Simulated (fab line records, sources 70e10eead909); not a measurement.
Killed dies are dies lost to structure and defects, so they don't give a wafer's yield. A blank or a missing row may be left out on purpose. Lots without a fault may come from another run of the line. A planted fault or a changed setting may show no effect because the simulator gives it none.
fab line records | flow nand_harc
record lots=24 wafers=72 last_day=33
route steps=1302 shown A_CONTACT@1014
lots that met no fault: from a run of the same line without faults
start_h: hours from the record's first day to the start of the lot's first wafer shown | wait_h: hours since the lot's step before | " the same as in the row above | L1.1+2: a row that stands for several wafers | - no value, or no start given | * or withheld: withheld | < > ~ a bound
route shown NAME@n: a module of which the file shows steps, and the number in the route of the first | usual: mean/standard deviation of fault-free wafers | same: alike in all rows | chamber/n: place in a boat | sites: the reading at each site | _std_site: their standard deviation | _edge_site: outer sites' mean less inner sites' | radius_mm: how far each site lies from the wafer's centre | mask NAME#n: copy n | behind: the tool/chamber that last shaped the wafer | hold: why the lot was held/for how many hours/how that ended | device: the transistor (n, p or np) that didn't switch | end of line: the same wafers' tests at the end of the route | a step without rows: its recipe alone | killed: dies lost to structure and defects at the first sort, not the wafer's yield | map: a wafer's dies, x killed, . not, _ none there
set.NAME: the setting as run; set.NAME@STEP: as run at that earlier step | model.NAME: the simulator's own value behind a step, which no gauge read
steps of the route over a sample of lots; a table a step, a row a wafer
services: from which hour (start_h, from the record's first day; less than 0 if before it) a tool's chamber was out of use, for how many hours, and why
## steps
# step NHARC_A_CONTACT_ETCH_120
# recipe source_w=withheld pressure_mtorr=20 bias_v=3000 time_s=190 target_depth_a=18500 ar_flow_sccm=withheld c4f8_flow_sccm=withheld o2_flow_sccm=withheld chemistry=C4F8/O2/Ar
# columns lot.wafer tool chamber start_h wait_h rf_hours_counter_h
L074.1 har_cap_etch-01 0 495.58 0.1 129
L074.3 " 0 " " -
L074.6 " 0 " " -
L075.3 har_cap_etch-03 1 506.90 0.1 -
L075.5 " 1 " " -
L075.6 " 0 " " -
L076.2 har_cap_etch-02 1 507.91 0.1 84
L076.3 " 0 " " -
L076.4 " 1 " " -
L077.4 har_cap_etch-03 1 535.33 0.1 -
L077.3 " 0 " " -
L077.5 " 0 " " -
L078.2 har_cap_etch-02 1 535.49 0.1 91
L078.3 " 1 " " -
L078.6 " 0 " " -
L079.2 har_cap_etch-03 1 556.91 0.1 49
L079.1 " 0 " " 49
L079.6 " 0 " " -
L080.1 har_cap_etch-02 0 565.52 0.1 95
L080.4 " 0 " " -
L080.5 " 1 " " -
L081.1 har_cap_etch-01 0 565.71 0.1 9
L081.4 " 0 " " -
L081.6 " 1 " " -
L082.2 har_cap_etch-02 0 574.41 0.1 97
L082.6 " 1 " " -
L082.5 " 0 " " -
L085.1 har_cap_etch-02 0 586.97 0.1 102
L085.4 " 1 " " -
L085.5 " 0 " " -
L084.3 har_cap_etch-03 1 592.68 0.1 -
L084.4 " 0 " " -
L084.5 " 0 " " -
L083.2 har_cap_etch-01 0 600.27 0.1 16
L083.4 " 1 " " -
L083.6 " 0 " " -
L086.2 har_cap_etch-02 0 614.43 0.1 108
L086.4 " 1 " " -
L086.3 " 0 " " -
L087.2 har_cap_etch-01 1 634.72 0.1 22
L087.3 " 0 " " -
L087.4 " 1 " " -
L088.3 har_cap_etch-02 1 645.26 0.1 -
L088.4 " 0 " " -
L088.6 " 1 " " -
L089.4 har_cap_etch-03 0 653.96 0.1 -
L089.5 " 0 " " -
L089.6 " 1 " " -
L090.1 har_cap_etch-02 1 654.90 0.1 114
L090.4 " 0 " " -
L090.6 " 0 " " -
L091.2 har_cap_etch-01 0 656.30 0.1 25
L091.3 " 0 " " -
L091.5 " 1 " " -
L092.4 har_cap_etch-03 1 679.09 0.1 -
L092.3 " 0 " " -
L092.5 " 1 " " -
L093.2 har_cap_etch-01 1 686.96 0.1 31
L093.1 " 0 " " 31
L093.3 " 1 " " -
L095.3 har_cap_etch-03 0 707.94 0.1 -
L095.5 " 1 " " -
L095.6 " 0 " " -
L094.2 har_cap_etch-01 0 713.16 0.2 34
L094.3 " 0 " " -
L094.5 " 1 " " -
L097.3 har_cap_etch-01 1 730.23 0.1 -
L097.5 " 0 " " -
L097.6 " 1 " " -
L096.2 har_cap_etch-02 0 730.67 0.1 125
L096.3 " 0 " " -
L096.6 " 1 " " -
# step NHARC_A_CONTACT_ETCH_123
# recipe source_w=withheld pressure_mtorr=20 bias_v=400 time_s=490 target_depth_a=21100 ar_flow_sccm=withheld c4f8_flow_sccm=11.5 o2_flow_sccm=7.2 chemistry=C4F8/O2/Ar
# columns lot.wafer tool chamber start_h wait_h rf_hours_counter_h
L074.1 har_cap_etch-01 0 496.10 0.1 129
L074.3 " 0 " " -
L074.6 " 0 " " -
L075.3 har_cap_etch-03 1 507.53 0.3 -
L075.5 " 1 " " -
L075.6 " 0 " " -
L076.2 har_cap_etch-02 1 508.48 0.2 84
L076.3 " 0 " " -
L076.4 " 1 " " -
L077.4 har_cap_etch-03 1 535.96 0.3 -
L077.3 " 0 " " -
L077.5 " 0 " " -
L078.2 har_cap_etch-02 1 536.00 0.1 92
L078.3 " 1 " " -
L078.6 " 0 " " -
L079.2 har_cap_etch-03 1 557.42 0.1 50
L079.1 " 0 " " 50
L079.6 " 0 " " -
L080.1 har_cap_etch-02 0 566.03 0.1 96
L080.4 " 0 " " -
L080.5 " 1 " " -
L081.1 har_cap_etch-01 0 566.28 0.2 9
L081.4 " 0 " " -
L081.6 " 1 " " -
L082.2 har_cap_etch-02 0 574.98 0.2 98
L082.6 " 1 " " -
L082.5 " 0 " " -
L085.1 har_cap_etch-02 0 587.53 0.2 103
L085.4 " 1 " " -
L085.5 " 0 " " -
L084.3 har_cap_etch-03 1 593.31 0.3 -
L084.4 " 0 " " -
L084.5 " 0 " " -
L083.2 har_cap_etch-01 0 600.78 0.1 17
L083.4 " 1 " " -
L083.6 " 0 " " -
L086.2 har_cap_etch-02 0 615.00 0.2 108
L086.4 " 1 " " -
L086.3 " 0 " " -
L087.2 har_cap_etch-01 1 635.29 0.2 22
L087.3 " 0 " " -
L087.4 " 1 " " -
L088.3 har_cap_etch-02 1 645.89 0.3 -
L088.4 " 0 " " -
L088.6 " 1 " " -
L089.4 har_cap_etch-03 0 654.59 0.3 -
L089.5 " 0 " " -
L089.6 " 1 " " -
L090.1 har_cap_etch-02 1 655.41 0.1 114
L090.4 " 0 " " -
L090.6 " 0 " " -
L091.2 har_cap_etch-01 0 656.87 0.2 26
L091.3 " 0 " " -
L091.5 " 1 " " -
L092.4 har_cap_etch-03 1 679.72 0.3 -
L092.3 " 0 " " -
L092.5 " 1 " " -
L093.2 har_cap_etch-01 1 687.46 0.1 31
L093.1 " 0 " " 31
L093.3 " 1 " " -
L095.3 har_cap_etch-03 0 708.63 0.3 -
L095.5 " 1 " " -
L095.6 " 0 " " -
L094.2 har_cap_etch-01 0 713.84 0.2 35
L094.3 " 0 " " -
L094.5 " 1 " " -
L097.3 har_cap_etch-01 1 730.92 0.3 -
L097.5 " 0 " " -
L097.6 " 1 " " -
L096.2 har_cap_etch-02 0 731.18 0.1 126
L096.3 " 0 " " -
L096.6 " 1 " " -
# step NHARC_A_CONTACT_CD_MEAS_53
# usual cd_nm=289.7/0.57
# columns lot.wafer tool chamber start_h wait_h cd_nm
L074.1 cd_sem-01 - 497.30 - 290.4
L074.3 " - " " 289.8
L074.6 " - " " 289.9
L075.3 cd_sem-02 - 508.55 - 289.5
L075.5 " - " " 289.9
L075.6 " - " " 289.8
L076.2 cd_sem-02 - 509.59 - 290.1
L076.3 " - " " 289.7
L076.4 " - " " 290.2
L077.3 cd_sem-01 - 536.98 - 289.7
L077.4 " - " " 289.8
L077.5 " - " " 290.2
L078.2 cd_sem-02 - 537.20 - 289.3
L078.3 " - " " 289.6
L078.6 " - " " 289.9
L079.1 cd_sem-01 - 558.67 - 290.4
L079.2 " - " " 290.5
L079.6 " - " " 290.2
L080.1 cd_sem-02 - 567.23 - 289.3
L080.4 " - " " 290.2
L080.5 " - " " 289.1
L081.1 cd_sem-02 - 567.39 - 289.5
L081.4 " - " " 288.9
L081.6 " - " " 289.2
L082.2 cd_sem-01 - 576.09 - 288.4
L082.5 " - " " 288.4
L082.6 " - " " 287.7
L085.1 cd_sem-02 - 588.65 - 289.7
L085.4 " - " " 289.6
L085.5 " - " " 289.5
L084.3 cd_sem-02 - 594.35 - 289.2
L084.4 " - " " 289.2
L084.5 " - " " 289.2
L083.2 cd_sem-02 - 601.98 - 289.8
L083.4 " - " " 289.5
L083.6 " - " " 289.2
L086.2 cd_sem-03 - 616.31 - 288.8
L086.3 " - " " 289.3
L086.4 " - " " 289.0
L087.2 cd_sem-02 - 636.39 - 289.6
L087.3 " - " " 289.1
L087.4 " - " " 290.1
L088.3 cd_sem-01 - 646.91 - 289.5
L088.4 " - " " 289.6
L088.6 " - " " 289.8
L089.4 cd_sem-02 - 655.62 - 289.7
L089.5 " - " " 289.6
L089.6 " - " " 290.0
L090.1 cd_sem-01 - 656.62 - 290.6
L090.4 " - " " 290.0
L090.6 " - " " 290.2
L091.2 cd_sem-01 - 657.99 - 289.8
L091.3 " - " " 289.9
L091.5 " - " " 289.3
L092.3 cd_sem-03 - 680.92 - 290.1
L092.4 " - " " 290.0
L092.5 " - " " 289.6
L093.1 cd_sem-02 - 688.65 - 290.1
L093.2 " - " " 290.7
L093.3 " - " " 290.4
L095.3 cd_sem-03 - 709.73 - 289.8
L095.5 " - " " 289.4
L095.6 " - " " 289.2
L094.2 cd_sem-03 - 715.25 - 289.8
L094.3 " - " " 289.9
L094.5 " - " " 290.3
L097.3 cd_sem-02 - 731.86 - 289.6
L097.5 " - " " 289.4
L097.6 " - " " 289.7
L096.2 cd_sem-02 - 732.38 - 290.7
L096.3 " - " " 290.5
L096.6 " - " " 289.8
# step NHARC_A_CONTACT_STRIP_55
# recipe o2_flow_sccm=500 ar_flow_sccm=0 bias_w=0 chemistry=O2
# usual drypump_motor_current_A=5.9/0.36 mfc_ar_sccm=0.006/0.011 oes_product_au=0.997/0.0062 rf_vpp_V=57.7/0.95 showerhead_plenum_p_Torr=3.52/0.18 throttle_valve_pct=17.036/0.0091
# same bias_w=0
# columns lot.wafer tool chamber start_h wait_h drypump_motor_current_A mfc_ar_sccm oes_product_au rf_hours_counter_h rf_vpp_V showerhead_plenum_p_Torr throttle_valve_pct
L074.3 rie_diel-04 1 - - 5.7 0.004 1.001 45 59.0 3.78 17.028
L074.1 " 2 " " 5.7 0.012 1.000 38 58.3 3.52 17.043
L074.6 " 0 " " 5.6 0.006 1.007 - 57.6 3.27 17.043
L075.3 rie_diel-09 3 - - 5.7 0 1.002 0 56.9 3.28 17.042
L075.6 " 0 " " 6.4 0 1.002 - 57.7 3.35 17.034
L075.5 " 1 " " 5.6 0 1.011 - 58.4 3.70 17.041
L076.4 rie_diel-09 2 - - 6.3 0.020 0.996 0 57.0 3.58 17.048
L076.2 " 3 " " 5.7 0 1.007 0 56.0 3.28 17.047
L076.3 " 0 " " 6.4 0 0.995 0 57.6 3.35 17.045
L077.3 rie_diel-09 1 - - 5.6 0 1.001 6 59.0 3.70 17.034
L077.4 " 0 " " 6.4 0 0.990 6 58.1 3.35 17.041
L077.5 " 1 " " 5.6 0 0.997 - 59.6 3.70 17.043
L078.2 rie_diel-09 3 - - 5.7 0 0.996 7 56.9 3.28 17.038
L078.3 " 0 " " 6.4 0 0.988 6 58.0 3.35 17.046
L078.6 " 2 " " 6.3 0.020 0.999 - 56.6 3.57 17.028
L079.2 rie_diel-07 3 - - 5.5 0 1.002 25 58.8 3.50 17.034
L079.1 " 0 " " 5.4 0 0.992 26 58.0 3.79 17.041
L079.6 " 0 " " 5.4 0 0.997 - 58.2 3.79 17.015
L080.4 rie_diel-04 1 - - 5.7 0.004 1.000 7 57.0 3.77 17.025
L080.1 " 2 " " 5.7 0.012 0.981 7 57.6 3.51 17.042
L080.5 " 0 " " 5.6 0.006 0.999 - 56.1 3.80 17.032
L081.4 rie_diel-09 2 - - 6.3 0.020 1.004 12 58.7 3.57 17.054
L081.1 " 1 " " 5.6 0 0.990 11 59.6 3.69 17.023
L081.6 " 3 " " 5.7 0 1.003 - 56.6 3.28 17.018
L082.2 rie_diel-09 2 - - 6.4 0.020 1.005 14 58.8 3.57 17.037
L082.5 " 1 " " 5.6 0 1.005 - 57.1 3.69 17.032
L082.6 " 2 " " 6.3 0.020 1.006 - 57.3 3.57 17.036
L085.1 rie_diel-09 3 - - 5.7 0 1.003 16 55.0 3.27 17.021
L085.4 " 0 " " 6.4 0 0.991 15 58.5 3.35 17.038
L085.5 " 1 " " 5.6 0 0.999 - 57.9 3.69 17.055
L084.3 rie_diel-07 0 - - 5.4 0 0.992 38 58.3 3.79 17.035
L084.4 " 1 " " 5.7 0.036 0.999 38 56.9 3.40 17.024
L084.5 " 0 " " 5.5 0 0.995 - 57.4 3.79 17.028
L083.2 rie_diel-09 3 - - 5.7 0 0.997 19 57.0 3.27 17.039
L083.6 " 3 " " 5.7 0 0.991 - 56.9 3.27 17.025
L083.4 " 1 " " 5.6 0 1.000 - 57.3 3.69 17.036
L086.4 rie_diel-09 0 - - 6.4 0 0.992 20 56.3 3.34 17.032
L086.2 " 1 " " 5.6 0 1.005 23 58.4 3.69 17.031
L086.3 " 3 " " 5.7 0 0.994 22 57.5 3.27 17.035
L087.3 rie_diel-09 1 - - 5.6 0 1.008 24 59.2 3.69 17.047
L087.2 " 2 " " 6.4 0.020 1.003 24 58.9 3.56 17.034
L087.4 " 3 " " 5.7 0 0.991 24 57.1 3.27 17.030
L088.4 rie_diel-09 0 - - 6.4 0 0.992 22 57.1 3.34 17.035
L088.3 " 2 " " 6.3 0.020 0.997 25 58.4 3.56 17.043
L088.6 " 3 " " 5.7 0 0.996 - 57.1 3.27 17.023
L089.4 rie_diel-09 1 - - 5.7 0 0.998 28 57.5 3.68 17.032
L089.5 " 1 " " 5.7 0 1.009 - 58.3 3.69 17.046
L089.6 " 2 " " 6.3 0.020 0.993 - 56.9 3.56 17.043
L090.4 rie_diel-09 0 - - 6.4 0 0.997 25 57.0 3.34 17.032
L090.1 " 2 " " 6.3 0.020 1.000 27 59.1 3.56 17.024
L090.6 " 3 " " 5.7 0 0.996 - 57.7 3.27 17.024
L091.3 rie_diel-04 3 - - 6.4 0 0.999 34 57.4 3.45 16.999
L091.2 " 1 " " 5.8 0.004 0.995 34 59.0 3.75 17.038
L091.5 " 2 " " 5.7 0.012 0.985 - 57.4 3.49 17.038
L092.4 rie_diel-07 0 - - 5.4 0 0.994 12 58.4 3.77 17.043
L092.3 " 3 " " 5.5 0 0.999 12 59.2 3.47 17.029
L092.5 " 0 " " 5.5 0 1.000 - 56.5 3.77 17.031
L093.1 rie_diel-07 2 - - 5.4 0 1.000 12 58.0 3.32 17.037
L093.3 " 3 " " 5.5 0 0.992 14 56.6 3.47 17.044
L093.2 " 1 " " 5.7 0.036 0.992 12 58.0 3.38 17.021
L095.3 rie_diel-07 0 - - 5.5 0 0.995 19 57.2 3.76 17.043
L095.6 " 3 " " 5.5 0 0.999 - 57.4 3.47 17.026
L095.5 " 1 " " 5.7 0.036 1.010 - 56.2 3.38 17.037
L094.3 rie_diel-07 0 - - 5.5 0 0.992 19 57.5 3.76 17.038
L094.2 " 1 " " 5.7 0.036 1.001 19 58.1 3.38 17.034
L094.5 " 0 " " 5.4 0 0.995 - 56.5 3.76 17.039
L097.3 rie_diel-09 3 - - 5.7 0 0.998 9 59.6 3.80 17.023
L097.6 " 3 " " 5.7 0 0.997 - 58.3 3.80 17.042
L097.5 " 0 " " 6.4 0 1.006 - 56.9 3.34 17.033
L096.3 rie_diel-04 0 - - 5.6 0.006 0.997 8 59.1 3.77 17.038
L096.2 " 2 " " 5.7 0.012 0.994 5 58.6 3.48 17.021
L096.6 " 2 " " 5.7 0.012 0.992 - 56.5 3.48 17.053
# step NHARC_A_CONTACT_ETCH_75
# recipe target_depth_a=390 over_etch_frac=0.3 time_s=65 ion_energy_ev=80 cf4_flow_sccm=150 ar_flow_sccm=0 rf_w=300 bias_w=100 chemistry=CF4
# usual bias_w=100.0/0.3 drypump_motor_current_A=5.8/0.35 mfc_ar_sccm=0.006/0.01 oes_product_au=0.997/0.0077 rf_vpp_V=151.2/1.4 showerhead_plenum_p_Torr=1.77/0.089 throttle_valve_pct=13.284/0.01
# columns lot.wafer tool chamber start_h wait_h bias_w drypump_motor_current_A mfc_ar_sccm oes_product_au rf_hours_counter_h rf_vpp_V showerhead_plenum_p_Torr throttle_valve_pct
L074.1 rie_diel-07 2 502.76 0.1 100.5 5.4 0 1.005 6 149.6 1.68 13.283
L074.3 " 3 " " 99.9 5.4 0 1.010 6 150.8 1.76 13.288
L074.6 " 1 " " 99.2 5.7 0.036 1.012 - 151.1 1.71 13.291
L075.3 rie_diel-07 3 515.34 0.1 99.9 5.4 0 1.021 10 150.5 1.76 13.275
L075.6 " 2 " " 100.0 5.4 0 0.992 - 150.9 1.68 13.284
L075.5 " 3 " " 100.2 5.4 0 0.999 - 151.2 1.76 13.297
L076.4 rie_diel-07 0 516.47 0.6 100.4 5.4 0 1.005 12 152.6 1.90 13.278
L076.3 " 1 " " 100.2 5.7 0.036 1.001 12 148.9 1.71 13.286
L076.2 " 3 " " 99.6 5.4 0 1.010 11 151.0 1.76 13.293
L077.3 rie_diel-09 2 542.24 0.1 100.0 6.3 0.020 1.003 7 151.4 1.79 13.280
L077.4 " 3 " " 99.9 5.7 0 0.992 7 148.4 1.64 13.282
L077.5 " 0 " " 99.8 6.4 0 0.988 - 150.7 1.68 13.288
L078.3 rie_diel-04 2 542.60 0.2 100.0 5.7 0.012 1.007 0 150.8 1.76 13.272
L078.2 " 0 " " 99.9 5.6 0.006 1.006 0 154.1 1.91 13.291
L078.6 " 2 " " 100.2 5.7 0.012 1.002 - 152.3 1.76 13.285
L079.2 rie_diel-07 0 567.49 0.1 100.1 5.4 0 0.997 27 153.1 1.90 13.276
L079.1 " 2 " " 99.8 5.4 0 0.993 22 150.9 1.67 13.281
L079.6 " 1 " " 100.2 5.7 0.036 0.997 - 152.0 1.71 13.284
L080.4 rie_diel-09 0 574.26 0.1 100.0 6.4 0 0.983 12 149.1 1.68 13.271
L080.1 " 1 " " 100.4 5.6 0 0.998 12 154.2 1.85 13.273
L080.5 " 0 " " 100.2 6.4 0 0.985 - 149.7 1.68 13.281
L081.1 rie_diel-04 2 574.43 0.1 100.0 5.7 0.012 0.991 9 150.4 1.76 13.292
L081.4 " 0 " " 100.2 5.6 0.006 0.998 9 153.0 1.91 13.285
L081.6 " 2 " " 100.1 5.7 0.012 1.001 - 150.1 1.76 13.288
L082.2 rie_diel-09 3 581.40 0.1 100.4 5.7 0 0.991 13 150.8 1.64 13.286
L082.5 " 1 " " 100.3 5.6 0 0.984 - 152.5 1.85 13.276
L082.6 " 2 " " 99.9 6.3 0.020 0.999 - 152.2 1.79 13.283
L085.1 rie_diel-09 2 593.81 0.1 100.6 6.3 0.020 1.002 17 151.6 1.79 13.286
L085.4 " 3 " " 99.8 5.7 0 1.009 16 150.6 1.64 13.288
L085.5 " 1 " " 100.1 5.6 0 0.999 - 151.4 1.85 13.299
L084.3 rie_diel-09 1 599.61 0.1 100.0 5.6 0 1.003 18 152.4 1.85 13.300
L084.5 " 3 " " 99.5 5.7 0 1.002 - 148.7 1.64 13.286
L084.4 " 1 " " 99.7 5.6 0 1.005 - 153.4 1.85 13.289
L083.2 rie_diel-04 2 607.09 0.1 100.2 5.7 0.012 0.988 21 148.8 1.75 13.290
L083.4 " 0 " " 100.3 5.6 0.006 0.995 19 151.6 1.90 13.278
L083.6 " 1 " " 100.1 5.7 0.004 0.991 - 152.8 1.89 13.294
L086.4 rie_diel-09 2 622.99 0.1 100.1 6.3 0.020 0.988 23 153.1 1.79 13.286
L086.3 " 0 " " 99.8 6.4 0 0.994 20 150.8 1.68 13.283
L086.2 " 1 " " 100.0 5.6 0 0.984 23 151.9 1.85 13.263
L087.4 rie_diel-09 0 641.57 0.1 100.1 6.4 0 1.002 21 149.9 1.68 13.279
L087.2 " 1 " " 100.0 5.6 0 1.003 24 151.5 1.85 13.301
L087.3 " 2 " " 100.0 6.3 0.020 1.005 24 151.3 1.79 13.289
L088.4 rie_diel-04 2 653.50 0.1 100.6 5.7 0.012 0.986 33 150.4 1.75 13.277
L088.3 " 0 " " 100.1 5.6 0.006 0.989 33 152.8 1.90 13.291
L088.6 " 2 " " 100.1 5.7 0.012 0.986 - 151.0 1.75 13.288
L089.4 rie_diel-07 3 660.88 0.1 99.6 5.5 0 1.005 - 152.6 1.74 13.293
L089.5 " 3 " " 100.2 5.5 0 0.993 - 150.4 1.74 13.277
L089.6 " 2 " " 100.5 5.4 0 0.994 - 149.2 1.67 13.285
L090.4 rie_diel-04 0 662.91 0.1 100.0 5.6 0.006 0.996 35 151.9 1.90 13.270
L090.1 " 1 " " 99.2 5.7 0.004 1.011 35 152.2 1.88 13.289
L090.6 " 3 " " 100.3 6.3 0 1.010 - 150.6 1.73 13.275
L091.2 rie_diel-09 1 664.04 0.1 100.1 5.6 0 1.016 29 152.5 1.85 13.300
L091.3 " 2 " " 100.0 6.3 0.020 0.997 28 150.8 1.79 13.296
L091.5 " 0 " " 100.5 6.4 0 0.992 - 149.8 1.67 13.282
L092.4 rie_diel-09 1 688.84 0.1 99.9 5.6 0 0.989 1 152.4 1.85 13.289
L092.3 " 2 " " 100.2 6.3 0.020 1.003 1 151.8 1.78 13.310
L092.5 " 0 " " 100.0 6.4 0 0.988 - 148.9 1.67 13.280
L093.3 rie_diel-09 2 695.84 0.1 100.5 6.3 0.020 0.995 3 151.8 1.78 13.299
L093.2 " 0 " " 100.0 6.4 0 0.991 2 150.6 1.67 13.286
L093.1 " 1 " " 99.9 5.6 0 0.989 2 151.1 1.85 13.255
L095.3 rie_diel-09 2 719.08 0.1 99.9 6.3 0.020 0.998 6 150.6 1.78 13.289
L095.5 " 3 " " 99.6 5.7 0 0.988 - 153.0 1.91 13.280
L095.6 " 0 " " 99.9 6.4 0 0.985 - 149.1 1.67 13.287
L094.3 rie_diel-07 1 720.44 0.1 99.9 5.7 0.036 1.003 20 150.7 1.69 13.291
L094.2 " 0 " " 100.0 5.5 0 0.993 19 152.6 1.89 13.300
L094.5 " 0 " " 100.1 5.5 0 0.998 - 152.1 1.89 13.301
L097.3 rie_diel-09 2 737.58 0.1 100.2 6.3 0.020 0.999 11 151.6 1.78 13.287
L097.6 " 0 " " 100.2 6.4 0 0.987 - 151.0 1.67 13.274
L097.5 " 1 " " 100.2 5.6 0 0.982 - 152.8 1.84 13.289
L096.2 rie_diel-04 0 737.74 0.1 100.2 5.6 0.006 0.987 8 152.3 1.89 13.258
L096.3 " 2 " " 100.2 5.6 0.012 0.992 6 151.0 1.75 13.302
L096.6 " 1 " " 100.1 5.7 0.004 0.989 - 151.8 1.87 13.267
# step NHARC_A_CONTACT_ETCH_130
# recipe source_w=withheld pressure_mtorr=20 bias_v=3000 time_s=197 target_depth_a=19180 ar_flow_sccm=withheld c4f8_flow_sccm=withheld o2_flow_sccm=withheld chemistry=C4F8/O2/Ar
# columns lot.wafer tool chamber start_h wait_h rf_hours_counter_h
L074.1 har_cap_etch-02 1 505.39 0.1 81
L074.3 " 0 " " -
L074.6 " 1 " " -
L075.3 har_cap_etch-03 1 517.99 0.1 -
L075.6 " 0 " " -
L075.5 " 1 " " -
L076.2 har_cap_etch-02 1 519.03 0.1 88
L076.3 " 0 " " -
L076.4 " 1 " " -
L077.4 har_cap_etch-01 1 544.83 0.1 -
L077.3 " 0 " " -
L077.5 " 1 " " -
L078.2 har_cap_etch-03 0 545.75 0.2 47
L078.3 " 1 " " -
L078.6 " 0 " " -
L079.2 har_cap_etch-03 1 570.02 0.1 51
L079.1 " 0 " " 51
L079.6 " 1 " " -
L080.1 har_cap_etch-01 1 576.84 0.1 11
L080.4 " 1 " " -
L080.5 " 1 " " -
L081.1 har_cap_etch-03 1 576.98 0.1 53
L081.4 " 0 " " -
L081.6 " 0 " " -
L082.2 har_cap_etch-01 1 583.97 0.1 13
L082.5 " 0 " " -
L082.6 " 1 " " -
L085.1 har_cap_etch-02 0 596.37 0.1 104
L085.4 " 1 " " -
L085.5 " 0 " " -
L084.4 har_cap_etch-03 0 602.49 0.1 -
L084.3 " 1 " " -
L084.5 " 0 " " -
L083.2 har_cap_etch-01 0 609.66 0.1 18
L083.4 " 1 " " -
L083.6 " 1 " " -
L086.2 har_cap_etch-03 1 625.55 0.2 61
L086.3 " 1 " " -
L086.4 " 0 " " -
L087.2 har_cap_etch-03 1 644.14 0.1 63
L087.4 " 0 " " -
L087.3 " 1 " " -
L088.3 har_cap_etch-03 0 656.09 0.1 -
L088.4 " 1 " " -
L088.6 " 1 " " -
L089.4 har_cap_etch-02 1 664.31 0.1 -
L089.6 " 1 " " -
L089.5 " 0 " " -
L090.1 har_cap_etch-01 1 665.52 0.1 27
L090.4 " 1 " " -
L090.6 " 0 " " -
L091.2 har_cap_etch-03 0 666.58 0.1 70
L091.3 " 0 " " -
L091.5 " 1 " " -
L092.3 har_cap_etch-02 1 691.42 0.1 -
L092.4 " 0 " " -
L092.5 " 1 " " -
L093.2 har_cap_etch-03 0 698.39 0.1 74
L093.1 " 1 " " 74
L093.3 " 0 " " -
L095.3 har_cap_etch-02 1 721.67 0.1 -
L095.6 " 1 " " -
L095.5 " 0 " " -
L094.2 har_cap_etch-03 1 723.28 0.1 78
L094.3 " 0 " " -
L094.5 " 1 " " -
L097.3 har_cap_etch-03 1 740.17 0.1 -
L097.5 " 1 " " -
L097.6 " 0 " " -
L096.2 har_cap_etch-01 0 740.73 0.1 41
L096.3 " 0 " " -
L096.6 " 0 " " -
## services
# columns tool chamber start_h hours kind
rie_diel-09 0 476.70 - clean
rie_diel-09 1 476.70 - clean
rie_diel-09 2 476.70 - clean
rie_diel-09 3 476.70 - clean
har_cap_etch-01 - 489.22 1.1 repair
har_cap_etch-01 - 497.00 17.0 pm
rie_diel-09 - 497.44 9.0 pm
rie_diel-09 0 497.44 9.0 vent_cycle
rie_diel-09 1 497.44 9.0 vent_cycle
rie_diel-09 2 497.44 9.0 vent_cycle
rie_diel-09 3 497.44 9.0 vent_cycle
rie_diel-09 0 506.44 - clean
rie_diel-07 2 523.08 4.5 repair
rie_diel-04 - 532.15 9.0 pm
rie_diel-04 1 558.39 3.9 repair
rie_diel-07 2 603.01 4.5 repair
rie_diel-07 2 625.11 9.1 repair
rie_diel-09 - 626.52 6.0 repair
rie_diel-09 2 648.15 3.2 repair
rie_diel-07 - 651.12 9.0 pm
rie_diel-04 - 709.15 9.0 pm
rie_diel-07 2 709.44 22.5 repair
rie_diel-07 - 717.48 1.9 repair
rie_diel-04 3 732.54 9.0 repair
## key
fault none
